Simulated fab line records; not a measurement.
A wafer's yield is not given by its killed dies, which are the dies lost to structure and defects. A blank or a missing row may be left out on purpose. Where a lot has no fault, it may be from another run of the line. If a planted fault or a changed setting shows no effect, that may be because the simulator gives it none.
fab line records	flow n5Finfet	part 2 of 2: steps 5 to 6 of 6
record lots=24	wafers=72	lastDay=18
route steps=1938 shown BEOL_M3@977 BEOL_M4@1024
lots that met no fault: from a run of the same line without faults
startH: hours from the record's first day to the start of the lot's first wafer shown	waitH: time in hours since the lot's previous step	" repeats the value in the row above	L1.1+2: a row that stands for several wafers	- value missing, or start not given	* or withheld: withheld	< > ~ a bound
route shown NAME@n: a module of which the file shows steps, and the number in the route of the first	usual: mean and standard deviation over wafers with no fault	same: alike in all rows	chamber/n: place in a boat	sites: per-site readings	_std_site: standard deviation of those values	_edge_site: mean of outer sites minus mean of inner sites	radiusMm: for every site, how far away it sits from the centre of the wafer	mask NAME#n: copy n	behind: tool/chamber where the wafer was last shaped	hold: why the lot went on hold/how many hours it stayed there/how the hold came to an end	device: names the non-switching transistor (n, p or np)	end of line: the route-end tests of the same wafers	a step given without rows: its recipe and nothing more	killed: not the wafer's yield, but the dies lost to structure and defects at the first sort	map: the dies of a wafer, with x for killed, . for not killed, _ for no die there
set.NAME: the setting the step ran with; set.NAME@STEP: the setting that earlier step ran with	model.NAME: the simulator's own value behind a step, which no gauge read
route steps across a sampled set of lots; one table per step, one row per wafer
services: the hour from which a tool's chamber was out of use, counted from the record's first day as startH (under 0 if before that day), plus the number of hours and why
## steps
# step N5_BEOL_M4_ETCH_64
# recipe chemistry=N2/H2	target=SOC	targetDepthA=750	overetchA=225	maskMaterial=SiARC	tempC=40	timeS=121.9	ionEnergyEv=200	pressureMtorr=30	sourceW=840	biasW=150	n2FlowSccm=200	h2FlowSccm=200
# usual drypumpMotorCurrentA=5.8/0.45	h2FlowSccm=200.1/0.54	oesProductAu=0.61/0.067	rfVppV=524.0/2.5	showerheadPlenumPTorr=2.55/0.083	throttleValvePct=17.67/0.22
lot.wafer	tool	chamber	startH	waitH	drypumpMotorCurrentA	h2FlowSccm	oesProductAu	rfHoursCounterH	rfVppV	showerheadPlenumPTorr	throttleValvePct
L074.2	rieDiel-02	0	152.97	0.0	5.5	200.5	0.61	98	523.5	2.56	17.46
L074.3	"	1	"	"	4.8	199.5	0.53	221	519.3	2.41	17.85
L074.6	"	1	"	"	4.8	199.8	0.53	-	520.2	2.41	17.82
L075.1	rieDiel-01	3	153.16	0.0	6.2	199.5	0.66	39	529.3	2.69	17.47
L075.2	"	2	"	"	5.6	200.5	0.58	166	524.4	2.54	17.55
L075.3	"	1	"	"	5.9	200.3	0.67	24	523.4	2.49	17.62
L076.1	rieDiel-02	0	167.95	0.0	5.5	199.8	0.61	103	523.8	2.56	17.47
L076.3	"	1	"	"	4.8	199.2	0.52	226	521.7	2.41	17.83
L076.4	"	2	"	"	5.6	199.0	0.72	11	527.2	2.60	17.88
L077.2	rieDiel-02	3	168.18	0.0	5.9	200.6	0.61	90	524.9	2.57	17.74
L077.3	"	0	"	"	5.5	199.5	0.60	103	524.9	2.56	17.46
L077.4	"	2	"	"	5.6	201.1	0.72	11	524.6	2.60	17.88
L078.1	rieDiel-02	1	179.67	0.0	4.8	199.4	0.52	230	519.5	2.41	17.84
L078.2	"	2	"	"	5.6	199.9	0.72	14	524.5	2.60	17.89
L078.5	"	1	"	"	4.9	199.5	0.52	-	519.2	2.41	17.86
L080.1	rieDiel-02	1	183.51	0.0	4.8	200.0	0.52	231	521.1	2.41	17.85
L080.3	"	2	"	"	5.6	200.6	0.71	16	525.9	2.60	17.88
L080.5	"	1	"	"	4.8	199.8	0.52	-	518.6	2.41	17.85
L079.2	rieDiel-01	2	187.30	0.0	5.6	200.2	0.58	181	522.8	2.53	17.58
L079.4	"	3	"	"	6.2	199.5	0.64	53	528.0	2.69	17.50
L079.5	"	0	"	"	6.2	200.7	0.71	-	526.4	2.61	17.23
L081.2	rieDiel-03	1	189.91	0.0	5.8	199.2	0.54	208	527.7	2.63	17.77
L081.3	"	2	"	"	6.4	200.0	0.55	200	520.8	2.42	17.74
L081.6	"	2	"	"	6.4	200.6	0.55	-	519.8	2.42	17.74
L082.3	rieDiel-03	3	195.65	0.0	6.3	200.3	0.53	250	521.3	2.51	18.24
L082.4	"	2	"	"	6.4	199.9	0.55	-	520.0	2.42	17.75
L082.5	"	3	"	"	6.3	200.1	0.53	-	522.4	2.51	18.23
L083.3	rieDiel-03	2	204.39	0.0	6.4	199.7	0.54	207	521.2	2.41	17.76
L083.5	"	2	"	"	6.4	200.2	0.55	-	520.0	2.41	17.76
L083.6	"	1	"	"	5.8	200.9	0.54	-	526.2	2.63	17.80
L084.2	rieDiel-01	2	219.89	0.0	5.6	200.2	0.57	194	524.4	2.52	17.59
L084.5	"	1	"	"	5.9	199.4	0.64	-	522.8	2.48	17.67
L084.6	"	0	"	"	6.2	200.3	0.68	-	525.5	2.60	17.27
L086.1	rieDiel-01	3	220.75	0.0	6.2	199.9	0.62	66	527.8	2.68	17.52
L086.3	"	1	"	"	5.9	199.4	0.65	49	522.8	2.48	17.67
L086.5	"	2	"	"	5.6	200.0	0.57	-	523.0	2.52	17.59
L085.3	rieDiel-03	0	226.33	0.0	6.3	200.8	0.71	12	522.4	2.49	17.30
L085.4	"	0	"	"	6.3	200.5	0.71	-	521.9	2.49	17.27
L085.6	"	1	"	"	5.8	199.2	0.54	-	525.2	2.62	17.81
L087.2	rieDiel-01	3	232.26	0.0	6.2	200.4	0.63	69	528.6	2.68	17.52
L087.4	"	1	"	"	5.9	200.4	0.64	53	521.3	2.48	17.67
L087.5	"	0	"	"	6.1	200.1	0.69	-	524.6	2.60	17.28
L088.1	rieDiel-02	1	233.78	0.0	4.8	199.3	0.52	249	518.9	2.40	17.88
L088.2	"	0	"	"	5.5	200.4	0.59	125	521.8	2.55	17.50
L088.4	"	2	"	"	5.6	200.4	0.69	32	524.9	2.59	17.91
L089.1	rieDiel-03	0	245.05	0.0	6.3	200.1	0.69	20	520.5	2.49	17.30
L089.5	"	1	"	"	5.8	199.0	0.53	-	526.1	2.62	17.82
L089.6	"	0	"	"	6.3	200.6	0.69	-	521.7	2.49	17.30
L090.3	rieDiel-01	1	249.05	0.0	5.9	199.8	0.64	59	521.6	2.47	17.69
L090.5	"	2	"	"	5.6	200.5	0.56	-	522.7	2.52	17.61
L090.6	"	3	"	"	6.2	200.6	0.63	-	528.5	2.68	17.54
L091.1	rieDiel-02	3	249.22	0.0	5.8	199.8	0.59	118	522.9	2.55	17.83
L091.4	"	2	"	"	5.6	199.9	0.67	-	524.2	2.59	17.92
L091.5	"	0	"	"	5.5	201.1	0.58	-	525.4	2.55	17.52
L093.2	rieDiel-02	0	269.75	0.0	5.5	200.4	0.58	140	523.0	2.54	17.52
L093.3	"	3	"	"	5.8	200.0	0.58	127	524.4	2.55	17.82
L093.4	"	2	"	"	5.6	199.7	0.67	48	523.7	2.58	17.95
L092.4	rieDiel-03	1	275.79	0.0	5.8	200.8	0.52	242	526.5	2.62	17.84
L092.5	"	2	"	"	6.4	200.5	0.53	-	518.2	2.40	17.80
L092.6	"	1	"	"	5.8	200.0	0.52	-	525.5	2.61	17.84
L094.1	rieDiel-01	0	276.91	0.0	6.2	199.8	0.66	40	525.7	2.59	17.30
L094.4	"	2	"	"	5.6	199.3	0.55	214	524.9	2.52	17.63
L094.5	"	3	"	"	6.2	200.0	0.62	-	526.7	2.68	17.57
L095.2	rieDiel-02	0	293.38	0.0	5.5	199.3	0.58	147	524.9	2.54	17.55
L095.4	"	2	"	"	5.7	200.7	0.66	54	524.8	2.58	17.96
L095.6	"	0	"	"	5.5	199.1	0.57	-	523.4	2.54	17.55
L096.1	rieDiel-02	2	305.76	0.0	5.6	200.4	0.65	59	525.2	2.58	17.96
L096.5	"	3	"	"	5.8	201.2	0.57	-	524.1	2.54	17.83
L096.6	"	0	"	"	5.5	199.8	0.57	-	525.1	2.54	17.56
L097.1	rieDiel-02	3	306.36	0.0	5.8	200.7	0.58	139	524.4	2.54	17.84
L097.3	"	2	"	"	5.6	201.0	0.65	59	523.5	2.58	17.97
L097.5	"	1	"	"	4.8	200.9	0.72	-	527.7	2.72	17.48
# step N5_BEOL_M4_CD_MEAS_18
# recipe pitchNm=36	targetCdNm=18
# usual cdNm=18.03/0.29
lot.wafer	tool	chamber	startH	waitH	cdNm
L074.2	cdSem-01	-	153.41	0.1	18.33
L074.3	"	-	"	"	18.18
L074.6	"	-	"	"	18.17
L075.1	cdSem-01	-	153.51	0.0	17.83
L075.2	"	-	"	"	17.68
L075.3	"	-	"	"	17.60
L076.1	cdSem-02	-	168.40	0.0	17.73
L076.3	"	-	"	"	17.91
L076.4	"	-	"	"	18.36
L077.2	cdSem-03	-	168.54	0.1	18.22
L077.3	"	-	"	"	18.12
L077.4	"	-	"	"	18.08
L078.1	cdSem-02	-	180.03	0.0	17.88
L078.2	"	-	"	"	18.39
L078.5	"	-	"	"	18.52
L080.1	cdSem-01	-	183.86	0.0	18.22
L080.3	"	-	"	"	18.40
L080.5	"	-	"	"	18.27
L079.2	cdSem-02	-	187.70	0.1	17.93
L079.4	"	-	"	"	18.01
L079.5	"	-	"	"	18.22
L081.2	cdSem-02	-	190.39	0.1	18.21
L081.3	"	-	"	"	17.87
L081.6	"	-	"	"	17.79
L082.3	cdSem-03	-	196.03	0.1	17.82
L082.4	"	-	"	"	18.02
L082.5	"	-	"	"	18.02
L083.3	cdSem-02	-	204.75	0.1	17.95
L083.5	"	-	"	"	17.69
L083.6	"	-	"	"	17.58
L084.2	cdSem-03	-	220.25	0.1	17.71
L084.5	"	-	"	"	18.10
L084.6	"	-	"	"	18.08
L086.1	cdSem-01	-	221.10	0.0	17.86
L086.3	"	-	"	"	18.46
L086.5	"	-	"	"	17.92
L085.3	cdSem-01	-	226.69	0.1	18.61
L085.4	"	-	"	"	18.56
L085.6	"	-	"	"	17.43
L087.2	cdSem-01	-	232.61	0.1	17.84
L087.4	"	-	"	"	17.83
L087.5	"	-	"	"	18.13
L088.1	cdSem-01	-	234.14	0.0	18.18
L088.2	"	-	"	"	17.44
L088.4	"	-	"	"	17.82
L089.1	cdSem-02	-	245.41	0.0	17.86
L089.5	"	-	"	"	18.30
L089.6	"	-	"	"	17.75
L090.3	cdSem-03	-	249.44	0.1	18.02
L090.5	"	-	"	"	17.16
L090.6	"	-	"	"	18.05
L091.1	cdSem-03	-	249.65	0.0	17.88
L091.4	"	-	"	"	18.29
L091.5	"	-	"	"	18.16
L093.2	cdSem-01	-	270.11	0.1	17.96
L093.3	"	-	"	"	17.79
L093.4	"	-	"	"	18.11
L092.4	cdSem-03	-	276.46	0.1	17.86
L092.5	"	-	"	"	17.92
L092.6	"	-	"	"	17.59
L094.1	cdSem-02	-	277.26	0.0	17.72
L094.4	"	-	"	"	17.69
L094.5	"	-	"	"	17.69
L095.2	cdSem-03	-	293.74	0.1	17.98
L095.4	"	-	"	"	18.12
L095.6	"	-	"	"	18.21
L096.1	cdSem-02	-	306.26	0.0	18.70
L096.5	"	-	"	"	18.40
L096.6	"	-	"	"	18.16
L097.1	cdSem-02	-	306.74	0.0	18.04
L097.3	"	-	"	"	18.77
L097.5	"	-	"	"	18.61
## services
tool	chamber	startH	hours	kind
rieDiel-01	0	144.08	-	clean
rieDiel-01	0	144.08	-	consumableReplace:focusRing
rieDiel-01	0	144.08	27.9	scheduledDown
rieDiel-01	0	144.08	27.9	ventCycle
rieDiel-05	0	149.24	2.4	repair
rieDiel-04	0	150.26	5.2	repair
rieDiel-02	3	152.96	1.8	repair
rieDiel-03	0	165.62	14.4	repair
rieDiel-01	1	172.82	7.6	repair
rieDiel-02	0	174.77	2.9	repair
rieDiel-06	1	175.19	8.7	repair
rieDiel-03	0	180.07	-	clean
rieDiel-06	0	208.32	-	clean
rieDiel-06	0	208.32	-	consumableReplace:focusRing
rieDiel-06	0	208.32	17.7	scheduledDown
rieDiel-06	0	208.32	17.7	ventCycle
rieDiel-01	3	225.93	4.2	repair
rieDiel-02	1	238.88	-	clean
rieDiel-02	1	238.88	-	consumableReplace:focusRing
rieDiel-02	1	238.88	-	consumableReplace:showerhead
rieDiel-02	1	238.88	29.3	scheduledDown
rieDiel-02	1	238.88	29.3	ventCycle
rieDiel-04	-	284.96	14.6	pm
rieDiel-03	-	297.60	0.3	repair
